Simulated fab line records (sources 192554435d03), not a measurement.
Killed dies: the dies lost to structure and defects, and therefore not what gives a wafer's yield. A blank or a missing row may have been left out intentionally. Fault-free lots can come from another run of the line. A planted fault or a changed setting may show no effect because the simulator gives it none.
fab line records ; flow n5_finfet
[record] lots = 3; wafers = 9; last_day = 16
route steps=1938 shown BEOL_M4@1099 BEOL_M5@1112 BEOL_M8@1377 PASSIVATION@1936
lots that met no fault: taken from a fault-free run of the same line
start_h: hours from the record's first day to the start of the lot's first wafer shown ; wait_h: hours from the lot's prior step to this one ; " the same as in the row above ; L1.1+2: a single row standing in for several wafers ; - no value present, or no start provided ; * or withheld: withheld ; < > ~ a bound
route shown NAME@n: a module of which the file shows steps, and the number in the route of the first ; usual: mean/standard deviation of fault-free wafers ; same: alike in all rows ; chamber/n: place in a boat ; sites: the reading at each site ; _std_site: their standard deviation ; _edge_site: inner sites' mean taken away from outer sites' mean ; radius_mm: for every site, how far away it sits from the centre of the wafer ; mask NAME#n: copy n ; behind: the most recent tool/chamber to have shaped the wafer ; hold: reason for holding the lot/hours on hold/outcome of the hold ; device: the transistor (n, p or np) that didn't switch ; end of line: the same wafers' tests at the end of the route ; a step given without rows: its recipe and nothing more ; killed: dies that structure and defects cost at the first sort, which is not the same as the wafer's yield ; map: per-die view of a wafer (x killed, . not killed, _ where there is no die)
set.NAME: setting as actually run; set.NAME@STEP: the setting as run at that earlier step ; model.NAME: the simulator's own value behind a step, which no gauge read
lots at selected steps of the route; one table per step, one row per wafer
services: from which hour (start_h, from the record's first day; less than 0 if before it) a tool's chamber was out of use, for how many hours, and why
[[steps]]
[step N5_BEOL_M4_ANNEAL_95]
[recipe] temp_c = 400; time_s = 240; ambient = vacuum
[step N5_BEOL_M4_SPUTTER_96]
[recipe] material = Cu; target_thk_a = 45; temp_c = -20; chamber_pressure_pa = 0.07; power_w = withheld; time_s = 8.29
[step N5_BEOL_M4_ECD_50]
[recipe] material = Cu; target_thk_a = 3000
[step N5_BEOL_M4_ANNEAL_51]
[recipe] temp_c = 225; time_s = 90; ambient = N2
[step N5_BEOL_M4_CMP_52]
[recipe] stop_on = SiOC; t_overpolish_s = 6.8; down_force_psi = 1; platen_rpm = 50; clearing_platen_down_force_psi = 1.5; clearing_platen_rpm = 50; post_cmp_clean = cu_alkaline; target_thk_nm = 40; clearing_platen_pad_velocity_m_s = 0.99484; pad_velocity_m_s = 0.99484
[step N5_BEOL_M4_PRE_CLEAN_60]
[recipe] gas = NH3/H2; time_s = 15; temp_c = *; rf_power_w = 300
[step N5_BEOL_M4_CO_CAP_55]
[recipe] material = Co; target_thk_a = 20; temp_c = 200; precursor = CCTBA/H2; pressure_torr = 30; time_s = 102.1
[step N5_BEOL_M4_PRE_CLEAN_56]
[recipe] gas = NH3; time_s = 15; temp_c = withheld; rf_power_w = 300
[step N5_BEOL_M4_DEP_57]
[recipe] material = SiCN; target_thk_a = 80; temp_c = withheld; precursor = 3MS/NH3; pressure_torr = 3; rf_w = 202; time_s = 14
[step N5_BEOL_M4_RC_MEAS_101]
[usual] DIBL_N = 35.8/1.6; DIBL_P = 36.0/2.1; IOFF_N = 0.153/0.026; IOFF_P = 0.21/0.037; ION_N = 673/11; ION_P = 462/7.6; SS_N = 71.4/0.53; SS_P = 73.2/0.67; VT_N = 250/3.2; VT_P = -250/3.7
lot.wafer;tool;chamber;start_h;wait_h;DIBL_N[mV/V];DIBL_P[mV/V];IOFF_N[nA/um];IOFF_P[nA/um];ION_N[uA/um];ION_P[uA/um];SS_N[mV/dec];SS_P[mV/dec];VT_N[mV];VT_P[mV]
L494.4;prober-02;0;169.88;0.5;33.7;34.6;0.130;0.19;675;469;70.5;72.6;251;-250
L494.5;prober-02;0;169.88;0.5;36.0;37.8;0.163;0.24;694;477;71.3;72.8;247;-248
L494.6;prober-02;0;169.88;0.5;32.9;33.0;0.114;0.16;670;460;70.0;72.0;252;-254
L507.1;prober-01;0;251.66;0.0;35.4;35.5;0.170;0.22;681;464;72.2;72.7;248;-249
L507.4;prober-01;0;251.66;0.0;33.6;34.4;0.129;0.20;656;459;71.7;72.3;254;-250
L507.6;prober-01;0;251.66;0.0;33.7;34.3;0.134;0.19;660;461;71.2;72.1;251;-250
L513.1;prober-01;0;289.30;0.0;38.0;39.5;0.183;0.24;679;465;72.1;74.6;252;-250
L513.2;prober-01;0;289.30;0.0;39.4;40.2;0.217;0.27;695;469;72.5;74.8;249;-250
L513.4;prober-01;0;289.30;0.0;36.0;35.2;0.145;0.18;667;454;71.4;73.5;251;-254
[step N5_BEOL_M5_ILD_DEP_00]
[recipe] material = SiCOH_lowk; target_thk_a = 1406.4; temp_c = 300; precursor = DEMS/porogen; pressure_torr = 5; rf_w = 500; time_s = 25.9
[step N5_BEOL_M5_CURE_79]
[recipe] temp_c = 385; time_s = 240; ambient = He/Ar; material = SiCOH_lowk
[step N5_BEOL_M5_PECVD_70]
[recipe] material = SiO2; target_thk_a = 160; temp_c = 400; precursor = TEOS/O2; pressure_torr = 5.5; rf_w = 450; teos_flow_sccm = 53.8; gas = O2; flow_sccm = 3000; time_s = 18
[step N5_BEOL_M5_HM_DEP_02]
[recipe] material = TiN; target_thk_a = 200; temp_c = 25; chamber_pressure_pa = 0.49996
[step N5_BEOL_M5_COAT_59]
[recipe] resist = SOC; temp_c = 250; time_s = 60; spin_rpm = 1500; resist_thk_nm = 60
[step N5_BEOL_M5_COAT_60]
[recipe] resist = SiARC; temp_c = 220; time_s = 60; spin_rpm = 1500; resist_thk_nm = 12
[step N5_BEOL_M5_COAT_71]
[recipe] resist = underlayer; temp_c = 205; time_s = 60; spin_rpm = 1500; resist_thk_nm = 5
[step N5_BEOL_M5_COAT_05]
[recipe] resist = CAR-EUV; spin_rpm = 1500; resist_thk_nm = 30
[step N5_BEOL_M5_EBR_07]
[recipe] solvent = PGMEA; ebr_width_mm = 1.5
[step N5_BEOL_M5_SOFTBAKE_06]
[recipe] temp_c = 110; time_s = 60; resist = CAR-EUV
[step N5_BEOL_M5_EXPOSE_08]
[recipe] mask_id = M5; na = 0.33; source_shape = annular; sigma_inner = 0.4; sigma_outer = 0.8; polarization = unpolarized; target_cd_nm = 28; dose_mj = 35.75
[step N5_BEOL_M5_PEB_09]
[recipe] peb_temp_c = 100; peb_time_s = 60; resist = CAR-EUV
[step N5_BEOL_M5_DEVELOP_10]
[recipe] develop_time_s = 30; developer = TMAH; resist = CAR-EUV; rinse_liquid = surfactant_rinse; dry = air_spin; dev_temp_c = 23
[step N5_BEOL_M5_DESCUM_16]
[recipe] chemistry = O2; time_s = 7; source_power_w = 50; bias_power_w = 20; pressure_mtorr = 20; rf_frequency_hz = 2.712e+07; temp_c = 40; resist = CAR-EUV; o2_flow_sccm = 225
[step N5_BEOL_M5_ETCH_72]
[recipe] chemistry = N2/H2; target = underlayer; target_depth_a = 65; mask_material = CAR-EUV; time_s = 5.2; ion_energy_ev = 200; pressure_mtorr = 30; source_w = 840; bias_w = 150; n2_flow_sccm = 200; h2_flow_sccm = 200; ends = cleared
[step N5_BEOL_M5_ETCH_61]
[recipe] chemistry = CF4; target = SiARC; target_depth_a = 156; mask_material = CAR-EUV; time_s = 26; ion_energy_ev = 80; pressure_mtorr = 40; source_w = 545; bias_w = 36; Ar_flow_sccm = 100; cf4_flow_sccm = 100; ends = cleared
[step N5_BEOL_M5_ETCH_62]
[recipe] chemistry = N2/H2; target = SOC; target_depth_a = 750; overetch_a = 150; mask_material = SiARC; temp_c = 40; time_s = 112.5; ion_energy_ev = 200; pressure_mtorr = 30; source_w = 840; bias_w = 150; n2_flow_sccm = 200; h2_flow_sccm = 200
[step N5_BEOL_M5_STRIP_63]
[recipe] chemistry = N2/H2; temp_c = 40; n2_flow_sccm = 200; h2_flow_sccm = 200; rf_frequency_hz = 6e+07
[step N5_BEOL_M5_STRIP_73]
[recipe] chemistry = N2/H2; temp_c = 40; n2_flow_sccm = 200; h2_flow_sccm = 200; rf_frequency_hz = 6e+07
[step N5_BEOL_M5_STRIP_64]
[recipe] chemistry = CF4; resist = SiARC; power_w = 300; bias_power_w = 75; pressure_mtorr = 50; cf4_flow_sccm = 150; rf_frequency_hz = 6e+07
[step N5_BEOL_M5_HM_OPEN_17]
[recipe] chemistry = Cl2/BCl3; target_depth_a = 200; overetch_a = 60; target = TiN; mask_material = SOC; ion_energy_ev = 150; pressure_mtorr = 10; icp_w = 1000; bias_w = 126; Cl2_flow_sccm = 53.25; bcl3_flow_sccm = 21.75; Ar_flow_sccm = 25
[step N5_BEOL_M5_STRIP_19]
[recipe] chemistry = O2; power_w = 400; temp_c = 40; pressure_mtorr = 30; rf_frequency_hz = 6e+07; bias_power_w = 0; overash_fraction = 0.2; o2_flow_sccm = 225
[step N5_BEOL_M5_COAT_65]
[recipe] resist = SOC; temp_c = 250; time_s = 60; spin_rpm = 1500; resist_thk_nm = 60
[step N5_BEOL_M5_COAT_66]
[recipe] resist = SiARC; temp_c = 220; time_s = 60; spin_rpm = 1500; resist_thk_nm = 12
[step N5_BEOL_M8_TRENCH_ETCH_37]
[recipe] chemistry = C4F6/O2; target_depth_a = 934.78; target = SiCOH_lowk; time_s = 31.2; ion_energy_ev = 250; pressure_mtorr = 30; source_w = 345; bias_w = 185; Ar_flow_sccm = 300; C4F6_flow_sccm = 10; O2_flow_sccm = 10
[usual] C4F6_flow_sccm = 9.997/0.03; drypump_motor_current_A = 5.7/0.55; oes_product_au = 0.79/0.093; rf_vpp_V = 672/9.7; run_length_s = 54.6/0.47; showerhead_plenum_p_Torr = 2.86/0.081; throttle_valve_pct = 20.98/0.21
lot.wafer;tool;chamber;start_h;wait_h;C4F6_flow_sccm;drypump_motor_current_A;oes_product_au;rf_hours_counter_h;rf_vpp_V;run_length_s;showerhead_plenum_p_Torr;throttle_valve_pct;model.etch.depth_nm;model.BEOL_M8.feature_depth_nm;model.TiN_of_BEOL_M8_HM_DEP_02.thk_nm
L494.4;rie_diel-06;2;199.44;-;10.034;6.6;0.69;234;675;54.8;2.93;21.12;91.61;91.6;17
L494.5;rie_diel-06;2;199.44;-;10.005;6.6;0.69;-;677;54.8;2.93;21.11;91.48;91.4;17
L494.6;rie_diel-06;3;199.44;-;10.043;5.8;0.72;-;663;55.3;2.82;21.08;92.61;92.6;17
L507.1;rie_diel-06;0;287.61;-;10.027;4.9;0.80;84;675;74.8;2.75;20.88;156.1;156;15.6
L507.4;rie_diel-06;2;287.61;-;10.048;6.6;0.96;8;677;55.1;2.91;20.82;93.2;93.2;17.4
L507.6;rie_diel-06;2;287.61;-;9.983;6.6;0.94;-;676;54.7;2.91;20.81;92.25;92.2;17.4
L513.1;rie_diel-05;2;323.59;-;10.031;5.1;0.97;14;683;54.4;2.94;21.08;97.38;97.4;17.4
L513.2;rie_diel-05;0;323.59;-;10.018;6.6;0.92;33;666;54.4;2.81;20.71;95.83;95.8;17.4
L513.4;rie_diel-05;1;323.59;-;9.987;5.7;0.75;152;690;54.8;2.95;21.11;93.37;93.4;17.4
[step N5_BEOL_M8_OCD_MEAS_38]
[usual] trench_depth_nm = 92.8/1.4
lot.wafer;tool;chamber;start_h;wait_h;trench_depth_nm
L494.4;ocd-02;-;199.60;-;91.7
L494.5;ocd-02;-;199.60;-;91.3
L494.6;ocd-02;-;199.60;-;92.4
L507.1;ocd-01;-;287.77;-;156.2
L507.4;ocd-01;-;287.77;-;92.7
L507.6;ocd-01;-;287.77;-;92.5
L513.1;ocd-02;-;323.76;-;96.8
L513.2;ocd-02;-;323.76;-;96.2
L513.4;ocd-02;-;323.76;-;93.6
[step N5_BEOL_M8_CMP_52]
[recipe] stop_on = SiCOH_lowk; t_overpolish_s = 6.9; down_force_psi = 1; platen_rpm = 50; clearing_platen_down_force_psi = 1.5; clearing_platen_rpm = 50; post_cmp_clean = cu_alkaline; target_thk_nm = 80; clearing_platen_pad_velocity_m_s = 0.99484; pad_velocity_m_s = 0.99484
[usual] motor_current_A = 6.2/0.58; slurry_flow_ml_min = 150.0/0.47
lot.wafer;tool;chamber;start_h;wait_h;motor_current_A;slurry_flow_ml_min;model.Cu_of_BEOL_M8_ECD_50.thk_nm
L494.4;cmp-03;1;202.09;0.2;5.5;150.7;78
L494.5;cmp-03;0;202.09;0.2;6.9;149.8;76.6
L494.6;cmp-03;1;202.09;0.2;6.0;150.2;78
L507.4;cmp-02;3;289.87;0.2;6.4;150.7;78.2
L507.1;cmp-02;0;289.87;0.2;5.5;150.4;140.8
L507.6;cmp-02;3;289.87;0.2;6.3;150.3;77
L513.1;cmp-01;2;326.85;0.3;6.3;149.1;82.6
L513.4;cmp-01;3;326.85;0.3;6.1;150.7;80.2
L513.2;cmp-01;1;326.85;0.3;6.3;149.6;81.4
[step N5_BEOL_M8_THK_MEAS_53]
[recipe] thk_meas_gauge = xrf; reads = Cu_of_BEOL_M8_ECD_50
[usual] M8_THK = 79.1/1.8
lot.wafer;tool;chamber;start_h;wait_h;M8_THK[nm]
L494.4;film_metro-01;-;202.35;-;78.2
L494.5;film_metro-01;-;202.35;-;77.1
L494.6;film_metro-01;-;202.35;-;78.0
L507.1;film_metro-01;-;290.12;-;141.8
L507.4;film_metro-01;-;290.12;-;78.9
L507.6;film_metro-01;-;290.12;-;77.6
L513.1;film_metro-01;-;327.15;-;83.3
L513.2;film_metro-01;-;327.15;-;82.0
L513.4;film_metro-01;-;327.15;-;80.9
[step N5_BEOL_M8_RS_MEAS_57]
[recipe] thk_meas_gauge = four-point-probe; reads = Cu_of_BEOL_M8_ECD_50+Co_of_BEOL_M8_CVD_78+TaN_of_BEOL_M8_ALD_77
[usual] M8_RS = 0.290/0.0076
lot.wafer;tool;chamber;start_h;wait_h;M8_RS[ohm/sq]
L494.4;film_metro-02;-;202.48;0.0;0.294
L494.5;film_metro-02;-;202.48;0.0;0.300
L494.6;film_metro-02;-;202.48;0.0;0.294
L507.1;film_metro-01;-;290.28;0.1;0.150
L507.4;film_metro-01;-;290.28;0.1;0.294
L507.6;film_metro-01;-;290.28;0.1;0.299
L513.1;film_metro-02;-;327.28;0.1;0.275
L513.2;film_metro-02;-;327.28;0.1;0.280
L513.4;film_metro-02;-;327.28;0.1;0.285
[step N5_PASSIVATION_PROBE_49]
[usual] defect_limited_yield = 91.3/1.5; killed_at_M0_to_M3 = 33/12; killed_at_M4_up = 13/5.2; killed_at_contacts = 13/6.7; killed_at_front_end = 40/11; killed_at_other = 4.1/2.7; killed_dies = 103/17; killed_on_rim = 14/4.2; killed_open = 69/13; killed_short = 33/8.4; sort_bin_5_function = 5.1/1; sort_bin_6_memory = 3.2/0.62; sort_n_pass = 1077/17; sort_yield_pct = 91.3/1.5
[same] gross_dies = 1180; killed_at_back_side = 0; sort_bin_4_leakage[%] = 0; sort_bin_8_speed[%] = 0
lot.wafer;tool;chamber;start_h;wait_h;defect_limited_yield[%];killed_at_M0_to_M3;killed_at_M4_up;killed_at_contacts;killed_at_front_end;killed_at_other;killed_dies;killed_on_rim;killed_open;killed_short;sort_bin_5_function[%];sort_bin_6_memory[%];sort_n_pass;sort_yield_pct[%]
L507.1;prober-01;-;358.84;0.9;11.5;22;973;6;31;12;1044;125;56;25;5.3;1.8;136;11.5
// killed by level:class
L507.1 BEOL_M8:area_etch=959 STI_FIN_REVEAL:geometric_particle:open=9 MOL_CONTACT_COAG:geometric_particle:open=6 BEOL_M2:geometric_particle:open=5 BEOL_M0_SAQP:geometric_particle:short=4 BEOL_M0_SAQP:geometric_particle:open=4 BEOL_M4:geometric_particle:open=4 ILD0:geometric_particle:short=3
// map L507.1 (x killed, . not)
_________________xxxx..x...xx________________
______________xxxx.xx..xx.xx.xx._____________
___________x.xxx.x.xxxx..x.xxxx.xxx__________
__________xxxx.xxxxxxxxx.xxxxxxxxxx._________
________xxxxxxxxxxx.xxxxxxxxxx.x.x.xx._______
_______xx.xxxxxxxxxxxxx.xxxxxxxxxxx.xxx______
______xxxxxxxxxxxxx.xxxxxxxxxxx.xxxx.xx._____
_____x.xxx..xxxx.xxxxxxxxxxxxxxxxxxxxx.xx____
____xxx.xxxxx.xxxxxxxxxxxxxxxxxxxxx.xxxxx.___
___.xxxxxxxxxxxx.x.xxxxxxxxxxxxxxxxxxx.xxxx__
___..xx.xxxxxxxxxxxxxxxxx.xxxxxxxxxxxxxx.xx__
__xxxxxx.xxxxxxxxxxxxxxxxxxxxx.xxxxxxxxxxxxx_
__x.xxxxxxxxxxxxxxx.xxxxxxxx.xxxxxxxxxxxxxx._
_xxxxxxxxx.xxxxxxxxxxxxxxxxxxxxxxxx.xxxxxxxx.
_xxxxxxxxxxxxxxxxxxxxxxxxxxxxxxxxxxxxxxxxx...
_x.xxxxxxxxxxxxxxxxxxxxxxxxxxxxxxxxxxx.xxx..x
_xxxxxxxxxx.xxxxxxxx.xxxxxxxxxxxxxxxxxx.x....
_xx.xxxxxxxxxxxxxxxxx.xxxxxxxxxxxxxxxx.xxxxxx
_xxxx.xxxxxxxxxx.xxxxxxxxxxxxxxxxxxxxxxxxxxxx
_xxxxxxxxxxxxxxxxx.xxxxxxxx.xxxxxxxxxxxxxx.xx
_xxxxxxx.xxxxxxxx.xxxxxxxxxxxxxxxxx.xxxxxxxxx
__xxxxxxxx.x.x.xxxxxxxxxxxx.xxxxxxxxx..x.xxx_
__xxxxxxxxxxxxxxxxxx.xxxx.xxxxxxxxxxx.xxxxx._
___xxxxxxx..x.x.xxxxx.xxxxxxxxxxxxxxxxxxxxx__
___xxxxxxxxxxxxxxxxxxxxxx.xxxxxx.xxxx.xxxxx__
____xxxxxx.xxxxxxxxxxxxxxxxxxxxxxxxxx.x.x.___
_____xxxxxx.xxxxxxxxxx.xxxxxxxxx...xxxxxx____
______xxxx.xxxxxxx.xxxxx.x.xxxxxxx.xxxxx_____
_______.x.xxxx.xxxxx..xxxxxxxxxxxxx.xxx______
________.xxxxxxxxxxxxx.xxxxxx.x.xxxxxx_______
__________.xxxxxx.xxxxxxxxxxxxxxxxxx_________
___________xxxxx..xxxxxxxxx.xxxxx.x__________
______________xxxxxxx.xxxxxxxxxx_____________
_________________xxxxxxxxxx.x________________
// map L494.4 (x killed, . not)
_________________.......x.x.x________________
______________.x....x.x........x_____________
___________..x....................x__________
__________..........x..............._________
________........x...x.xx...........x.._______
_______.................x.....x....x...______
______x...............................x._____
_____............x...........x...........____
____..........x...........................___
___....x............................x......__
___........................................__
__.x...............x.................x.....x_
__.......................................x.._
_..........x...x.x.x........x................
_x.......x...........x......................x
_.x.xx..x.....x....x..................x......
_.x.......xx...x................x.....x....x.
_...........x....x...........................
_...........................................x
_.......x......x.......xx....................
_...x.........x..............................
__.x........x..............x.....x.....x...._
__.x...............xx.................x....._
___........xx....x...x.....x...x......x....__
___...x...x................................__
____..x..................x.....x..x.......___
_____.............x.x.x........x.........____
______..................x..............._____
_______.........x.x.........x..........______
________....x...............x.x......x_______
__________.....x.x................x._________
___________.......x........x.......__________
______________.........xx...x..._____________
_________________x.....x.....________________
[[services]]
tool;chamber;start_h;hours;kind
cmp-01;-;183.55;2.5;repair
cmp-03;-;183.94;1.6;repair
cmp-03;-;206.66;7.8;pm
rie_diel-05;1;208.51;1.2;repair
rie_diel-05;0;212.49;-;clean
rie_diel-05;0;212.49;-;consumable_replace:focus_ring
rie_diel-05;0;212.49;26.6;scheduled_down
rie_diel-05;0;212.49;26.6;vent_cycle
rie_diel-06;-;229.49;2.8;pm
cmp-01;-;236.34;4.0;pm
cmp-03;-;237.81;4.0;pm
cmp-01;-;240.34;-;consumable_replace:conditioner
cmp-01;-;240.34;-;consumable_replace:pad
rie_diel-06;2;245.69;-;clean
rie_diel-06;2;245.69;-;consumable_replace:focus_ring
rie_diel-06;2;245.69;18.1;scheduled_down
rie_diel-06;2;245.69;18.1;vent_cycle
rie_diel-05;1;251.98;3.1;repair
cmp-03;-;265.33;1.6;repair
cmp-03;-;306.77;5.1;pm
cmp-02;-;313.69;4.0;pm
cmp-01;-;313.93;4.5;pm
cmp-02;-;320.54;0.4;repair
rie_diel-06;3;325.99;4.0;repair
[[key]]
[first_sign] step = N5_BEOL_M8_TRENCH_ETCH_37; reading = run_length_s; direction = up; sigmas = 43; usual = *; struck = *
[effect] step = N5_BEOL_M8_OCD_MEAS_38; reading = trench_depth_nm; direction = up; sigmas = 44; usual = 92.8; struck = 156.2
[effect] step = N5_BEOL_M8_THK_MEAS_53; reading = M8_THK; direction = up; sigmas = 34; usual = 79.1; struck = 141.8
[effect] step = N5_BEOL_M8_RS_MEAS_57; reading = M8_RS; direction = down; sigmas = 18; usual = 0.290; struck = 0.150
[effect] step = N5_PASSIVATION_PROBE_49; reading = killed_at_M4_up; direction = up; sigmas = 99+; usual = 13; struck = 973
[model_effect] step = N5_BEOL_M8_TRENCH_ETCH_37; value = etch.depth_nm; without = 94.13; struck = 156.1
[model_effect] step = N5_BEOL_M8_CMP_52; value = Cu_of_BEOL_M8_ECD_50.thk_nm; without = 78.8; struck = 140.8
[more_kills_born_at] N5_BEOL_M8_TRENCH_ETCH_37@rie_diel-06 = 959
met_at N5_BEOL_M8_TRENCH_ETCH_37
struck_wafers L507.1
later_rows_left_out L507.1
[fault] kind = process_parameter_drift; tool = rie_diel-06; chamber = 0; onset_h = 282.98; steps = N5_BEOL_M8_TRENCH_ETCH_37; channel = time_s; offset = *; shape = step; end_h = 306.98; acts_in = *; stated = *
// later_rows_left_out: the simulator's readings of these wafers behind a module that went badly wrong aren't trusted and aren't shown, but for the sort
